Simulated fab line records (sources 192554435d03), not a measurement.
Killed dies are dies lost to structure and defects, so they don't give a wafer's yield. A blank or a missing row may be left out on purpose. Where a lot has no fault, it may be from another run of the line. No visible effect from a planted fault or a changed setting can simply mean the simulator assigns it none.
fab line records | flow n5_finfet
record: lots: 11 | wafers: 33 | last_day: 18
route steps=1938 shown BEOL_M12@1614 PASSIVATION@1936
lots that met no fault: from a run of the same line without faults
start_h: the number of hours between the record's first day and the start of the first shown wafer of the lot | wait_h: how many hours have passed since the lot's step before this one | " as in the row above | L1.1+2: several wafers, shown together as one row | - either no value or no given start | * or withheld: withheld | < > ~ a bound
route shown NAME@n: a module of which the file shows steps, and the number in the route of the first | usual: mean/standard deviation of fault-free wafers | same: alike in all rows | chamber/n: place in a boat | sites: per-site readings | _std_site: the values' standard deviation | _edge_site: outer sites' mean less inner sites' | radius_mm: how far each site lies from the wafer's centre | mask NAME#n: copy n | behind: the tool/chamber that last shaped the wafer | hold: why the lot was held/for how many hours/how that ended | device: the transistor (n, p or np) that didn't switch | end of line: the tests these same wafers got at the end of their route | for a step that has no rows: nothing shown but its recipe | killed: not the wafer's yield, but the dies lost to structure and defects at the first sort | map: shows each die of a wafer: x if killed, . if not, _ if none is there
set.NAME: the setting that was run; set.NAME@STEP: the one run at that earlier step | model.NAME: the simulator's own value behind a step, which no gauge read
one table for each step of the route and one row for each wafer, over a sample of lots
services: from which hour (start_h, from the record's first day; less than 0 if before it) a tool's chamber was out of use, for how many hours, and why
== steps ==
step: N5_BEOL_M12_INSPECT_12
recipe: mode: adi | inspect_instrument: macro
usual: raw_defect_count: 2/1.4
lot.wafer | tool              | chamber | start_h | wait_h | raw_defect_count
L450.2    | defect_inspect-01 | -       | 255.00  | 0.0    | 2
L450.3    | "                 | -       | "       | "      | 2
L450.5    | "                 | -       | "       | "      | 3
L451.1    | defect_inspect-02 | -       | 277.04  | 0.0    | 1
L451.2    | "                 | -       | "       | "      | 3
L451.4    | "                 | -       | "       | "      | 2
L454.4    | defect_inspect-01 | -       | 283.19  | 0.0    | 0
L454.5    | "                 | -       | "       | "      | 3
L454.6    | "                 | -       | "       | "      | 0
L453.1    | defect_inspect-01 | -       | 293.24  | 0.0    | 4
L453.5    | "                 | -       | "       | "      | 1
L453.6    | "                 | -       | "       | "      | 1
L463.1    | defect_inspect-01 | -       | 342.49  | 0.0    | 0
L463.2    | "                 | -       | "       | "      | 1
L463.4    | "                 | -       | "       | "      | 2
L466.2    | defect_inspect-02 | -       | 352.06  | 0.0    | 2
L466.3    | "                 | -       | "       | "      | 0
L466.6    | "                 | -       | "       | "      | 1
L464.1    | defect_inspect-02 | -       | 353.57  | 0.0    | 5
L464.5    | "                 | -       | "       | "      | 3
L464.6    | "                 | -       | "       | "      | 3
L467.1    | defect_inspect-02 | -       | 375.61  | 0.0    | 1
L467.2    | "                 | -       | "       | "      | 0
L467.3    | "                 | -       | "       | "      | 1
L469.2    | defect_inspect-02 | -       | 380.23  | 0.0    | 2
L469.3    | "                 | -       | "       | "      | 2
L469.4    | "                 | -       | "       | "      | 0
L468.2    | defect_inspect-01 | -       | 387.87  | 0.0    | 1
L468.3    | "                 | -       | "       | "      | 0
L468.4    | "                 | -       | "       | "      | 0
L471.1    | defect_inspect-02 | -       | 396.79  | 0.0    | 2
L471.2    | "                 | -       | "       | "      | 5
L471.4    | "                 | -       | "       | "      | 5
step: N5_BEOL_M12_STRIP_63
recipe: chemistry: N2/H2 | power_w: 1000 | temp_c: 250 | h2_frac: 0.65 | overash_fraction: 0.3 | pressure_mtorr: 1000 | n2_flow_sccm: 1750 | h2_flow_sccm: 3250
usual: chamber_pressure_mTorr: 999.9/0.84 | drypump_motor_current_A: 5.95/0.3 | h2_flow_sccm: 3250/9.7 | heater_power_w: 338/33 | oes_product_au: 0.694/0.0045 | strip_time_to_endpoint_s: 42.8/0.75 | temp_c: 250.03/0.19
lot.wafer | tool            | chamber | start_h | wait_h | chamber_pressure_mTorr | drypump_motor_current_A | h2_flow_sccm | heater_power_w | oes_product_au | rf_hours_counter_h | strip_time_to_endpoint_s | temp_c
L450.2    | plasma_asher-02 | 0       | 255.31  | -      | 999.7                  | 6.03                    | 3240         | 387            | 0.695          | 75                 | 44.3                     | 249.82
L450.3    | "               | 1       | "       | "      | 999.8                  | 5.98                    | 3237         | 311            | 0.688          | -                  | 43.6                     | 250.13
L450.5    | "               | 1       | "       | "      | 1000.5                 | 5.98                    | 3247         | 313            | 0.692          | -                  | 43.1                     | 250.08
L451.1    | plasma_asher-01 | 0       | 277.36  | -      | 1000.0                 | 5.43                    | 3247         | 304            | 0.694          | 124                | 43.9                     | 249.99
L451.2    | "               | 1       | "       | "      | 999.8                  | 6.31                    | 3252         | 350            | 0.696          | 124                | 43.6                     | 250.29
L451.4    | "               | 1       | "       | "      | 999.2                  | 6.26                    | 3259         | 348            | 0.702          | -                  | 43.4                     | 250.10
L454.4    | plasma_asher-01 | 1       | 283.83  | -      | 1000.2                 | 6.30                    | 3245         | 343            | 0.693          | -                  | 41.4                     | 250.24
L454.5    | "               | 0       | "       | "      | 999.9                  | 5.45                    | 3248         | 308            | 0.690          | -                  | 41.4                     | 249.95
L454.6    | "               | 1       | "       | "      | 998.6                  | 6.32                    | 3252         | 345            | 0.697          | -                  | 41.2                     | 249.76
L453.1    | plasma_asher-01 | 0       | 293.56  | -      | 998.8                  | 5.44                    | 3252         | 306            | 0.698          | 129                | 43.8                     | 249.99
L453.5    | "               | 1       | "       | "      | 998.0                  | 6.29                    | 3258         | 344            | 0.694          | -                  | 42.1                     | 250.00
L453.6    | "               | 0       | "       | "      | 999.0                  | 5.42                    | 3253         | 305            | 0.693          | -                  | 43.5                     | 250.24
L463.1    | plasma_asher-02 | 1       | 342.82  | -      | 1000.2                 | 5.98                    | 3237         | 313            | 0.690          | 91                 | 43.3                     | 249.82
L463.2    | "               | 0       | "       | "      | 999.3                  | 5.95                    | 3263         | 377            | 0.698          | 91                 | 43.9                     | 250.11
L463.4    | "               | 1       | "       | "      | 1000.8                 | 5.98                    | 3249         | 306            | 0.698          | -                  | 42.6                     | 249.92
L466.2    | plasma_asher-02 | 0       | 352.38  | -      | 1000.2                 | 6.09                    | 3262         | 394            | 0.693          | 93                 | 42.5                     | 249.99
L466.3    | "               | 1       | "       | "      | 999.6                  | 6.00                    | 3251         | 309            | 0.707          | -                  | 43.5                     | 250.25
L466.6    | "               | 0       | "       | "      | 1000.6                 | 6.09                    | 3239         | 391            | 0.693          | -                  | 43.2                     | 250.00
L464.1    | plasma_asher-02 | 0       | 353.90  | -      | 999.6                  | 5.99                    | 3262         | 381            | 0.688          | 94                 | 43.0                     | 250.05
L464.5    | "               | 0       | "       | "      | 999.2                  | 6.05                    | 3264         | 383            | 0.690          | -                  | 42.1                     | 250.15
L464.6    | "               | 1       | "       | "      | 999.6                  | 6.00                    | 3243         | 304            | 0.693          | -                  | 43.3                     | 249.81
L467.1    | plasma_asher-01 | 1       | 375.93  | -      | 1000.4                 | 6.28                    | 3245         | 348            | 0.692          | 146                | 42.7                     | 250.11
L467.2    | "               | 0       | "       | "      | 999.2                  | 5.48                    | 3249         | 311            | 0.695          | 146                | 42.6                     | 249.84
L467.3    | "               | 0       | "       | "      | 999.6                  | 5.48                    | 3244         | 310            | 0.696          | -                  | 43.2                     | 250.16
L469.2    | plasma_asher-02 | 1       | 380.55  | -      | 1000.6                 | 5.98                    | 3237         | 303            | 0.690          | 98                 | 42.4                     | 250.20
L469.3    | "               | 1       | "       | "      | 1000.1                 | 5.99                    | 3249         | 306            | 0.696          | -                  | 42.5                     | 250.13
L469.4    | "               | 0       | "       | "      | 1001.4                 | 5.99                    | 3263         | 388            | 0.696          | -                  | 42.4                     | 250.21
L468.2    | plasma_asher-01 | 1       | 388.19  | -      | 1001.4                 | 6.32                    | 3240         | 355            | 0.693          | 148                | 41.9                     | 249.60
L468.3    | "               | 1       | "       | "      | 1000.9                 | 6.33                    | 3242         | 351            | 0.690          | -                  | 42.8                     | 250.01
L468.4    | "               | 0       | "       | "      | 1001.7                 | 5.39                    | 3260         | 301            | 0.688          | -                  | 43.4                     | 249.94
L471.1    | plasma_asher-02 | 1       | 397.54  | -      | 1001.0                 | 6.00                    | 3235         | 309            | 0.691          | 102                | 42.8                     | 250.44
L471.2    | "               | 0       | "       | "      | 1000.7                 | 6.07                    | 3245         | 382            | 0.689          | 102                | 42.0                     | 250.17
L471.4    | "               | 0       | "       | "      | 999.3                  | 6.06                    | 3257         | 374            | 0.690          | -                  | 41.6                     | 250.00
step: N5_BEOL_M12_OCD_MEAS_35
usual: trench_depth_nm: 321/6.4
lot.wafer | tool   | chamber | start_h | wait_h | trench_depth_nm
L450.2    | ocd-02 | -       | 256.66  | 0.0    | 321
L450.3    | "      | -       | "       | "      | 310
L450.5    | "      | -       | "       | "      | 325
L451.1    | ocd-01 | -       | 278.50  | 0.0    | 307
L451.2    | "      | -       | "       | "      | 323
L451.4    | "      | -       | "       | "      | 326
L454.4    | ocd-02 | -       | 285.10  | 0.0    | 317
L454.5    | "      | -       | "       | "      | 322
L454.6    | "      | -       | "       | "      | 320
L453.1    | ocd-02 | -       | 294.83  | 0.0    | 310
L453.5    | "      | -       | "       | "      | 327
L453.6    | "      | -       | "       | "      | 306
L463.1    | ocd-02 | -       | 344.10  | 0.0    | 328
L463.2    | "      | -       | "       | "      | 326
L463.4    | "      | -       | "       | "      | 312
L466.2    | ocd-01 | -       | 353.64  | 0.0    | 330
L466.3    | "      | -       | "       | "      | 327
L466.6    | "      | -       | "       | "      | 326
L464.1    | ocd-01 | -       | 355.03  | 0.0    | 318
L464.5    | "      | -       | "       | "      | 321
L464.6    | "      | -       | "       | "      | 321
L467.1    | ocd-02 | -       | 377.20  | 0.0    | 321
L467.2    | "      | -       | "       | "      | 322
L467.3    | "      | -       | "       | "      | 326
L469.2    | ocd-02 | -       | 382.07  | 0.4    | 329
L469.3    | "      | -       | "       | "      | 314
L469.4    | "      | -       | "       | "      | 315
L468.2    | ocd-01 | -       | 389.72  | 0.0    | 323
L468.3    | "      | -       | "       | "      | 323
L468.4    | "      | -       | "       | "      | 322
L471.1    | ocd-02 | -       | 398.78  | 0.0    | 324
L471.2    | "      | -       | "       | "      | 324
L471.4    | "      | -       | "       | "      | 320
step: N5_BEOL_M12_STRIP_37
recipe: chemistry: N2/H2 | power_w: 1000 | temp_c: 250 | h2_frac: 0.65 | overash_fraction: 0.3 | pressure_mtorr: withheld | n2_flow_sccm: 1750 | h2_flow_sccm: 3250
usual: drypump_motor_current_A: 5.95/0.29 | h2_flow_sccm: 3249/10 | heater_power_w: 338/33 | oes_product_au: 0.790/0.0095 | temp_c: 250.00/0.21
lot.wafer | tool            | chamber | start_h | wait_h | drypump_motor_current_A | h2_flow_sccm | heater_power_w | oes_product_au | rf_hours_counter_h | temp_c
L450.2    | plasma_asher-02 | 1       | 256.70  | 0.0    | 6.01                    | 3249         | 312            | 0.795          | 76                 | 250.10
L450.3    | "               | 0       | "       | "      | 5.99                    | 3248         | 380            | 0.792          | -                  | 249.48
L450.5    | "               | 1       | "       | "      | 6.01                    | 3261         | 316            | 0.796          | -                  | 250.17
L451.1    | plasma_asher-01 | 1       | 278.54  | 0.0    | 6.33                    | 3255         | 345            | 0.813          | 124                | 250.13
L451.2    | "               | 0       | "       | "      | 5.45                    | 3248         | 304            | 0.796          | 124                | 249.98
L451.4    | "               | 1       | "       | "      | 6.35                    | 3259         | 343            | 0.795          | -                  | 249.87
L454.4    | plasma_asher-01 | 0       | 285.15  | 0.1    | 5.45                    | 3577         | 311            | 0.775          | -                  | 249.71
L454.5    | "               | 1       | "       | "      | 6.31                    | 3247         | 352            | 0.776          | -                  | 249.89
L454.6    | "               | 0       | "       | "      | 5.45                    | 3583         | 306            | 0.783          | -                  | 249.65
L453.1    | plasma_asher-01 | 0       | 294.87  | 0.0    | 5.46                    | 3575         | 306            | 0.768          | 129                | 249.91
L453.5    | "               | 0       | "       | "      | 5.43                    | 3573         | 311            | 0.787          | -                  | 250.39
L453.6    | "               | 1       | "       | "      | 6.30                    | 3241         | 348            | 0.784          | -                  | 250.01
L463.1    | plasma_asher-02 | 0       | 344.14  | 0.0    | 6.04                    | 3238         | 395            | 0.788          | 92                 | 249.99
L463.2    | "               | 1       | "       | "      | 6.02                    | 3255         | 307            | 0.780          | 92                 | 249.86
L463.4    | "               | 0       | "       | "      | 6.00                    | 3268         | 389            | 0.785          | -                  | 249.92
L466.2    | plasma_asher-02 | 1       | 353.68  | 0.0    | 5.97                    | 3245         | 310            | 0.780          | 94                 | 249.73
L466.3    | "               | 0       | "       | "      | 6.04                    | 3237         | 383            | 0.807          | -                  | 249.96
L466.6    | "               | 0       | "       | "      | 6.03                    | 3245         | 377            | 0.776          | -                  | 250.06
L464.1    | plasma_asher-01 | 0       | 355.07  | 0.0    | 5.47                    | 3258         | 313            | 0.799          | 142                | 249.80
L464.5    | "               | 1       | "       | "      | 6.31                    | 3246         | 351            | 0.798          | -                  | 249.91
L464.6    | "               | 0       | "       | "      | 5.47                    | 3264         | 310            | 0.786          | -                  | 249.89
L467.1    | plasma_asher-01 | 0       | 377.24  | 0.0    | 5.51                    | 3249         | 309            | 0.793          | 146                | 250.38
L467.2    | "               | 1       | "       | "      | 6.30                    | 3251         | 346            | 0.795          | 146                | 249.97
L467.3    | "               | 1       | "       | "      | 6.29                    | 3248         | 349            | 0.774          | -                  | 249.92
L469.2    | plasma_asher-02 | 0       | 382.11  | 0.0    | 5.99                    | 3252         | 387            | 0.788          | 98                 | 250.40
L469.3    | "               | 1       | "       | "      | 6.02                    | 3254         | 305            | 0.788          | -                  | 249.78
L469.4    | "               | 0       | "       | "      | 6.03                    | 3257         | 383            | 0.781          | -                  | 250.07
L468.2    | plasma_asher-01 | 1       | 389.76  | 0.0    | 6.31                    | 3258         | 350            | 0.802          | 148                | 249.98
L468.3    | "               | 0       | "       | "      | 5.45                    | 3217         | 301            | 0.786          | -                  | 249.94
L468.4    | "               | 1       | "       | "      | 6.34                    | 3239         | 348            | 0.780          | -                  | 249.85
L471.1    | plasma_asher-02 | 1       | 398.82  | 0.0    | 5.98                    | 3245         | 308            | 0.801          | 102                | 249.79
L471.2    | "               | 0       | "       | "      | 5.99                    | 3241         | 385            | 0.797          | 102                | 249.93
L471.4    | "               | 1       | "       | "      | 5.99                    | 3259         | 305            | 0.783          | -                  | 249.52
step: N5_PASSIVATION_PROBE_49
usual: defect_limited_yield: 91.0/1.4 | killed_at_M0_to_M3: 36/10 | killed_at_M4_up: 15/5 | killed_at_contacts: 12/6.1 | killed_at_front_end: 40/13 | killed_at_other: 3.8/2.9 | killed_dies: 106/16 | killed_on_rim: 14/4.1 | killed_open: 68/12 | killed_short: 35/8.2 | sort_bin_5_function: 5.2/0.9 | sort_bin_6_memory: 3.4/0.71 | sort_bin_8_speed: 0.0/0.46 | sort_n_pass: 1073/17 | sort_yield_pct: 91.0/1.5
same: gross_dies: 1180 | killed_at_back_side: 0 | sort_bin_4_leakage[%]: 0
lot.wafer | tool      | chamber | start_h | wait_h | defect_limited_yield[%] | killed_at_M0_to_M3 | killed_at_M4_up | killed_at_contacts | killed_at_front_end | killed_at_other | killed_dies | killed_on_rim | killed_open | killed_short | sort_bin_5_function[%] | sort_bin_6_memory[%] | sort_bin_8_speed[%] | sort_n_pass | sort_yield_pct[%]
L450.2    | prober-02 | -       | 296.92  | 0.1    | 91.3                    | 24                 | 13              | 18                 | 45                  | 3               | 103         | 18            | 77          | 23           | 5.3                    | 3.4                  | 0                   | 1077        | 91.3
L450.3    | prober-02 | -       | 296.97  | 0.1    | 88.1                    | 35                 | 10              | 17                 | 75                  | 3               | 140         | 14            | 91          | 47           | 7.1                    | 4.5                  | 0                   | 1040        | 88.1
L450.5    | prober-02 | -       | 297.07  | 0.2    | 88.9                    | 37                 | 19              | 17                 | 58                  | 0               | 131         | 15            | 99          | 30           | 6.4                    | 4.1                  | 0                   | 1049        | 88.9
L451.1    | prober-02 | -       | 330.79  | 0.0    | 91.4                    | 32                 | 12              | 4                  | 44                  | 9               | 101         | 21            | 59          | 37           | 4.8                    | 3.3                  | 0                   | 1079        | 91.4
L451.2    | prober-02 | -       | 330.84  | 0.1    | 93.6                    | 39                 | 10              | 3                  | 20                  | 4               | 76          | 8             | 50          | 23           | 3.6                    | 2.6                  | 0                   | 1104        | 93.6
L451.4    | prober-02 | -       | 330.94  | 0.2    | 90.3                    | 46                 | 7               | 4                  | 47                  | 10              | 114         | 13            | 69          | 44           | 5.4                    | 3.7                  | 0                   | 1066        | 90.3
L453.1    | prober-02 | -       | 338.78  | 0.0    | 91.4                    | 25                 | 11              | 12                 | 53                  | 1               | 102         | 11            | 69          | 30           | 5.8                    | 2.5                  | 0                   | 1078        | 91.4
L453.5    | prober-02 | -       | 338.98  | 0.2    | 93.2                    | 31                 | 9               | 7                  | 33                  | 0               | 80          | 10            | 53          | 26           | 3.4                    | 3.1                  | 0                   | 1100        | 93.2
L453.6    | prober-02 | -       | 339.03  | 0.3    | 94.1                    | 11                 | 10              | 13                 | 35                  | 1               | 70          | 11            | 45          | 22           | 2.8                    | 2.7                  | 0                   | 1110        | 94.1
L471.1    | prober-01 | -       | 442.42  | 0.0    | 91.7                    | 16                 | 21              | 30                 | 29                  | 2               | 98          | 10            | 74          | 20           | 4.8                    | 3.2                  | 0                   | 1082        | 91.7
L471.2    | prober-01 | -       | 442.47  | 0.1    | 93.9                    | 21                 | 14              | 10                 | 25                  | 2               | 72          | 12            | 44          | 27           | 3.5                    | 2.5                  | 0                   | 1108        | 93.9
L471.4    | prober-01 | -       | 442.57  | 0.2    | 91.2                    | 36                 | 12              | 14                 | 41                  | 1               | 104         | 9             | 63          | 38           | 5.4                    | 3.1                  | 0                   | 1076        | 91.2
killed by level:class
L450.2 MOL_CONTACT_COAG:geometric_particle:open=17 STI_FIN_REVEAL:geometric_particle:open=15 FIN_SAQP:geometric_particle:open=9 FIN_SAQP:geometric_particle:short=6 BEOL_M3:geometric_particle:open=6 GATE_CUT:geometric_particle:open=5 BEOL_M2:geometric_particle:open=5 BEOL_M4:geometric_particle:open=5
L450.3 STI_FIN_REVEAL:geometric_particle:open=27 FIN_SAQP:geometric_particle:open=18 MOL_CONTACT_COAG:geometric_particle:open=11 GATE_CUT:geometric_particle:short=10 BEOL_M0_SAQP:geometric_particle:short=8 FIN_SAQP:geometric_particle:short=7 BEOL_M3:geometric_particle:open=6 STI_FIN_REVEAL:geometric_particle:short=5
L450.5 STI_FIN_REVEAL:geometric_particle:open=19 FIN_SAQP:geometric_particle:open=18 MOL_CONTACT_COAG:geometric_particle:open=12 BEOL_M0_SAQP:geometric_particle:open=8 BEOL_M3:geometric_particle:open=8 BEOL_M2:geometric_particle:open=6 BEOL_M0:geometric_particle:open=6 BEOL_M4:geometric_particle:open=6
L451.1 STI_FIN_REVEAL:geometric_particle:open=10 STARTING-WAFER:geometric_particle:open=8 BEOL_M3:geometric_particle:open=7 BEOL_M0_SAQP:geometric_particle:open=6 BEOL_M0_SAQP:geometric_particle:short=5 BEOL_M5:geometric_particle:open=5 HKMG_FIN:area_etch=5 STI_FIN_REVEAL:geometric_particle:short=4
L451.2 BEOL_M1:geometric_particle:open=14 BEOL_M0_SAQP:geometric_particle:open=7 BEOL_M0_SAQP:geometric_particle:short=7 STI_FIN_REVEAL:geometric_particle:open=5 BEOL_M2:geometric_particle:open=4 DUMMY_GATE:geometric_particle:open=3 MOL_CONTACT_COAG:geometric_particle:open=3 BEOL_M5:geometric_particle:open=3
L451.4 FIN_SAQP:geometric_particle:short=15 BEOL_M0_SAQP:geometric_particle:open=14 BEOL_M0_SAQP:geometric_particle:short=10 STI_FIN_REVEAL:geometric_particle:open=9 BEOL_M1:geometric_particle:open=9 BEOL_M2:geometric_particle:open=8 FIN_SAQP:geometric_particle:open=6 DUMMY_GATE:geometric_particle:open=3
L453.1 STI_FIN_REVEAL:geometric_particle:open=11 FIN_SAQP:geometric_particle:open=10 DUMMY_GATE:geometric_particle:open=9 MOL_CONTACT_COAG:geometric_particle:open=9 FIN_SAQP:geometric_particle:short=8 BEOL_M2:geometric_particle:open=6 BEOL_M0_SAQP:geometric_particle:short=5 BEOL_M1:geometric_particle:open=5
L453.5 FIN_SAQP:geometric_particle:short=15 BEOL_M2:geometric_particle:open=11 FIN_SAQP:geometric_particle:open=10 BEOL_M3:geometric_particle:open=8 MOL_CONTACT_COAG:geometric_particle:open=6 BEOL_M0_SAQP:geometric_particle:short=5 STARTING-WAFER:geometric_particle:open=3 BEOL_M0_SAQP:geometric_particle:open=3
L453.6 FIN_SAQP:geometric_particle:open=15 FIN_SAQP:geometric_particle:short=9 MOL_CONTACT_COAG:geometric_particle:open=8 MOL_CONTACT_COAG:geometric_particle:short=4 BEOL_M5:geometric_particle:open=4 STARTING-WAFER:geometric_particle:open=3 STI_FIN_REVEAL:geometric_particle:open=2 DUMMY_GATE:geometric_particle:open=2
L471.1 MOL_CONTACT_COAG:geometric_particle:open=27 BEOL_M4:geometric_particle:open=9 FIN_SAQP:geometric_particle:open=7 STI_FIN_REVEAL:geometric_particle:open=6 BEOL_M4:geometric_particle:short=5 DUMMY_GATE:geometric_particle:open=3 MOL_CONTACT_COAG:geometric_particle:short=3 BEOL_M0:geometric_particle:open=3
L471.2 BEOL_M3:geometric_particle:open=12 MOL_CONTACT_COAG:geometric_particle:open=7 FIN_SAQP:geometric_particle:open=6 STARTING-WAFER:geometric_particle:short=6 BEOL_M4:geometric_particle:open=5 STI_FIN_REVEAL:geometric_particle:open=4 BEOL_M3:geometric_particle:short=4 MOL_CONTACT_COAG:geometric_particle:short=3
L471.4 BEOL_M0_SAQP:geometric_particle:open=12 BEOL_M0_SAQP:geometric_particle:short=10 FIN_SAQP:geometric_particle:short=8 FIN_SAQP:geometric_particle:open=8 MOL_CONTACT_COAG:geometric_particle:open=8 BEOL_M3:geometric_particle:open=7 STI_FIN_REVEAL:geometric_particle:open=6 BEOL_M4:geometric_particle:open=6
== services ==
tool            | chamber | start_h | hours | kind
plasma_asher-01 | -       | 240.48  | 0.6   | repair
plasma_asher-02 | -       | 288.08  | 7.1   | repair
plasma_asher-01 | -       | 397.08  | 2.6   | repair
== key ==
first_sign: step: N5_BEOL_M12_STRIP_37 | reading: h2_flow_sccm | direction: up | sigmas: 32 | usual: 3249 | struck: 3577
effect none on later readings
met_at N5_BEOL_M12_STRIP_37
struck_lots L453,L454
struck_wafers L453.1,L453.5,L454.4,L454.6
not_acting_at N5_BEOL_M12_INSPECT_12,N5_BEOL_M12_STRIP_63,N5_BEOL_M12_OCD_MEAS_35
onset_between 278.54 285.15
fault: kind: process_parameter_drift | tool: plasma_asher-01 | chamber: 0 | onset_h: 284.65 | steps: N5_BEOL_M12_STRIP_37 | channel: h2_flow_sccm | offset: 325 | shape: step | end_h: 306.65 | acts_in: these_recipes_only | stated: 3250
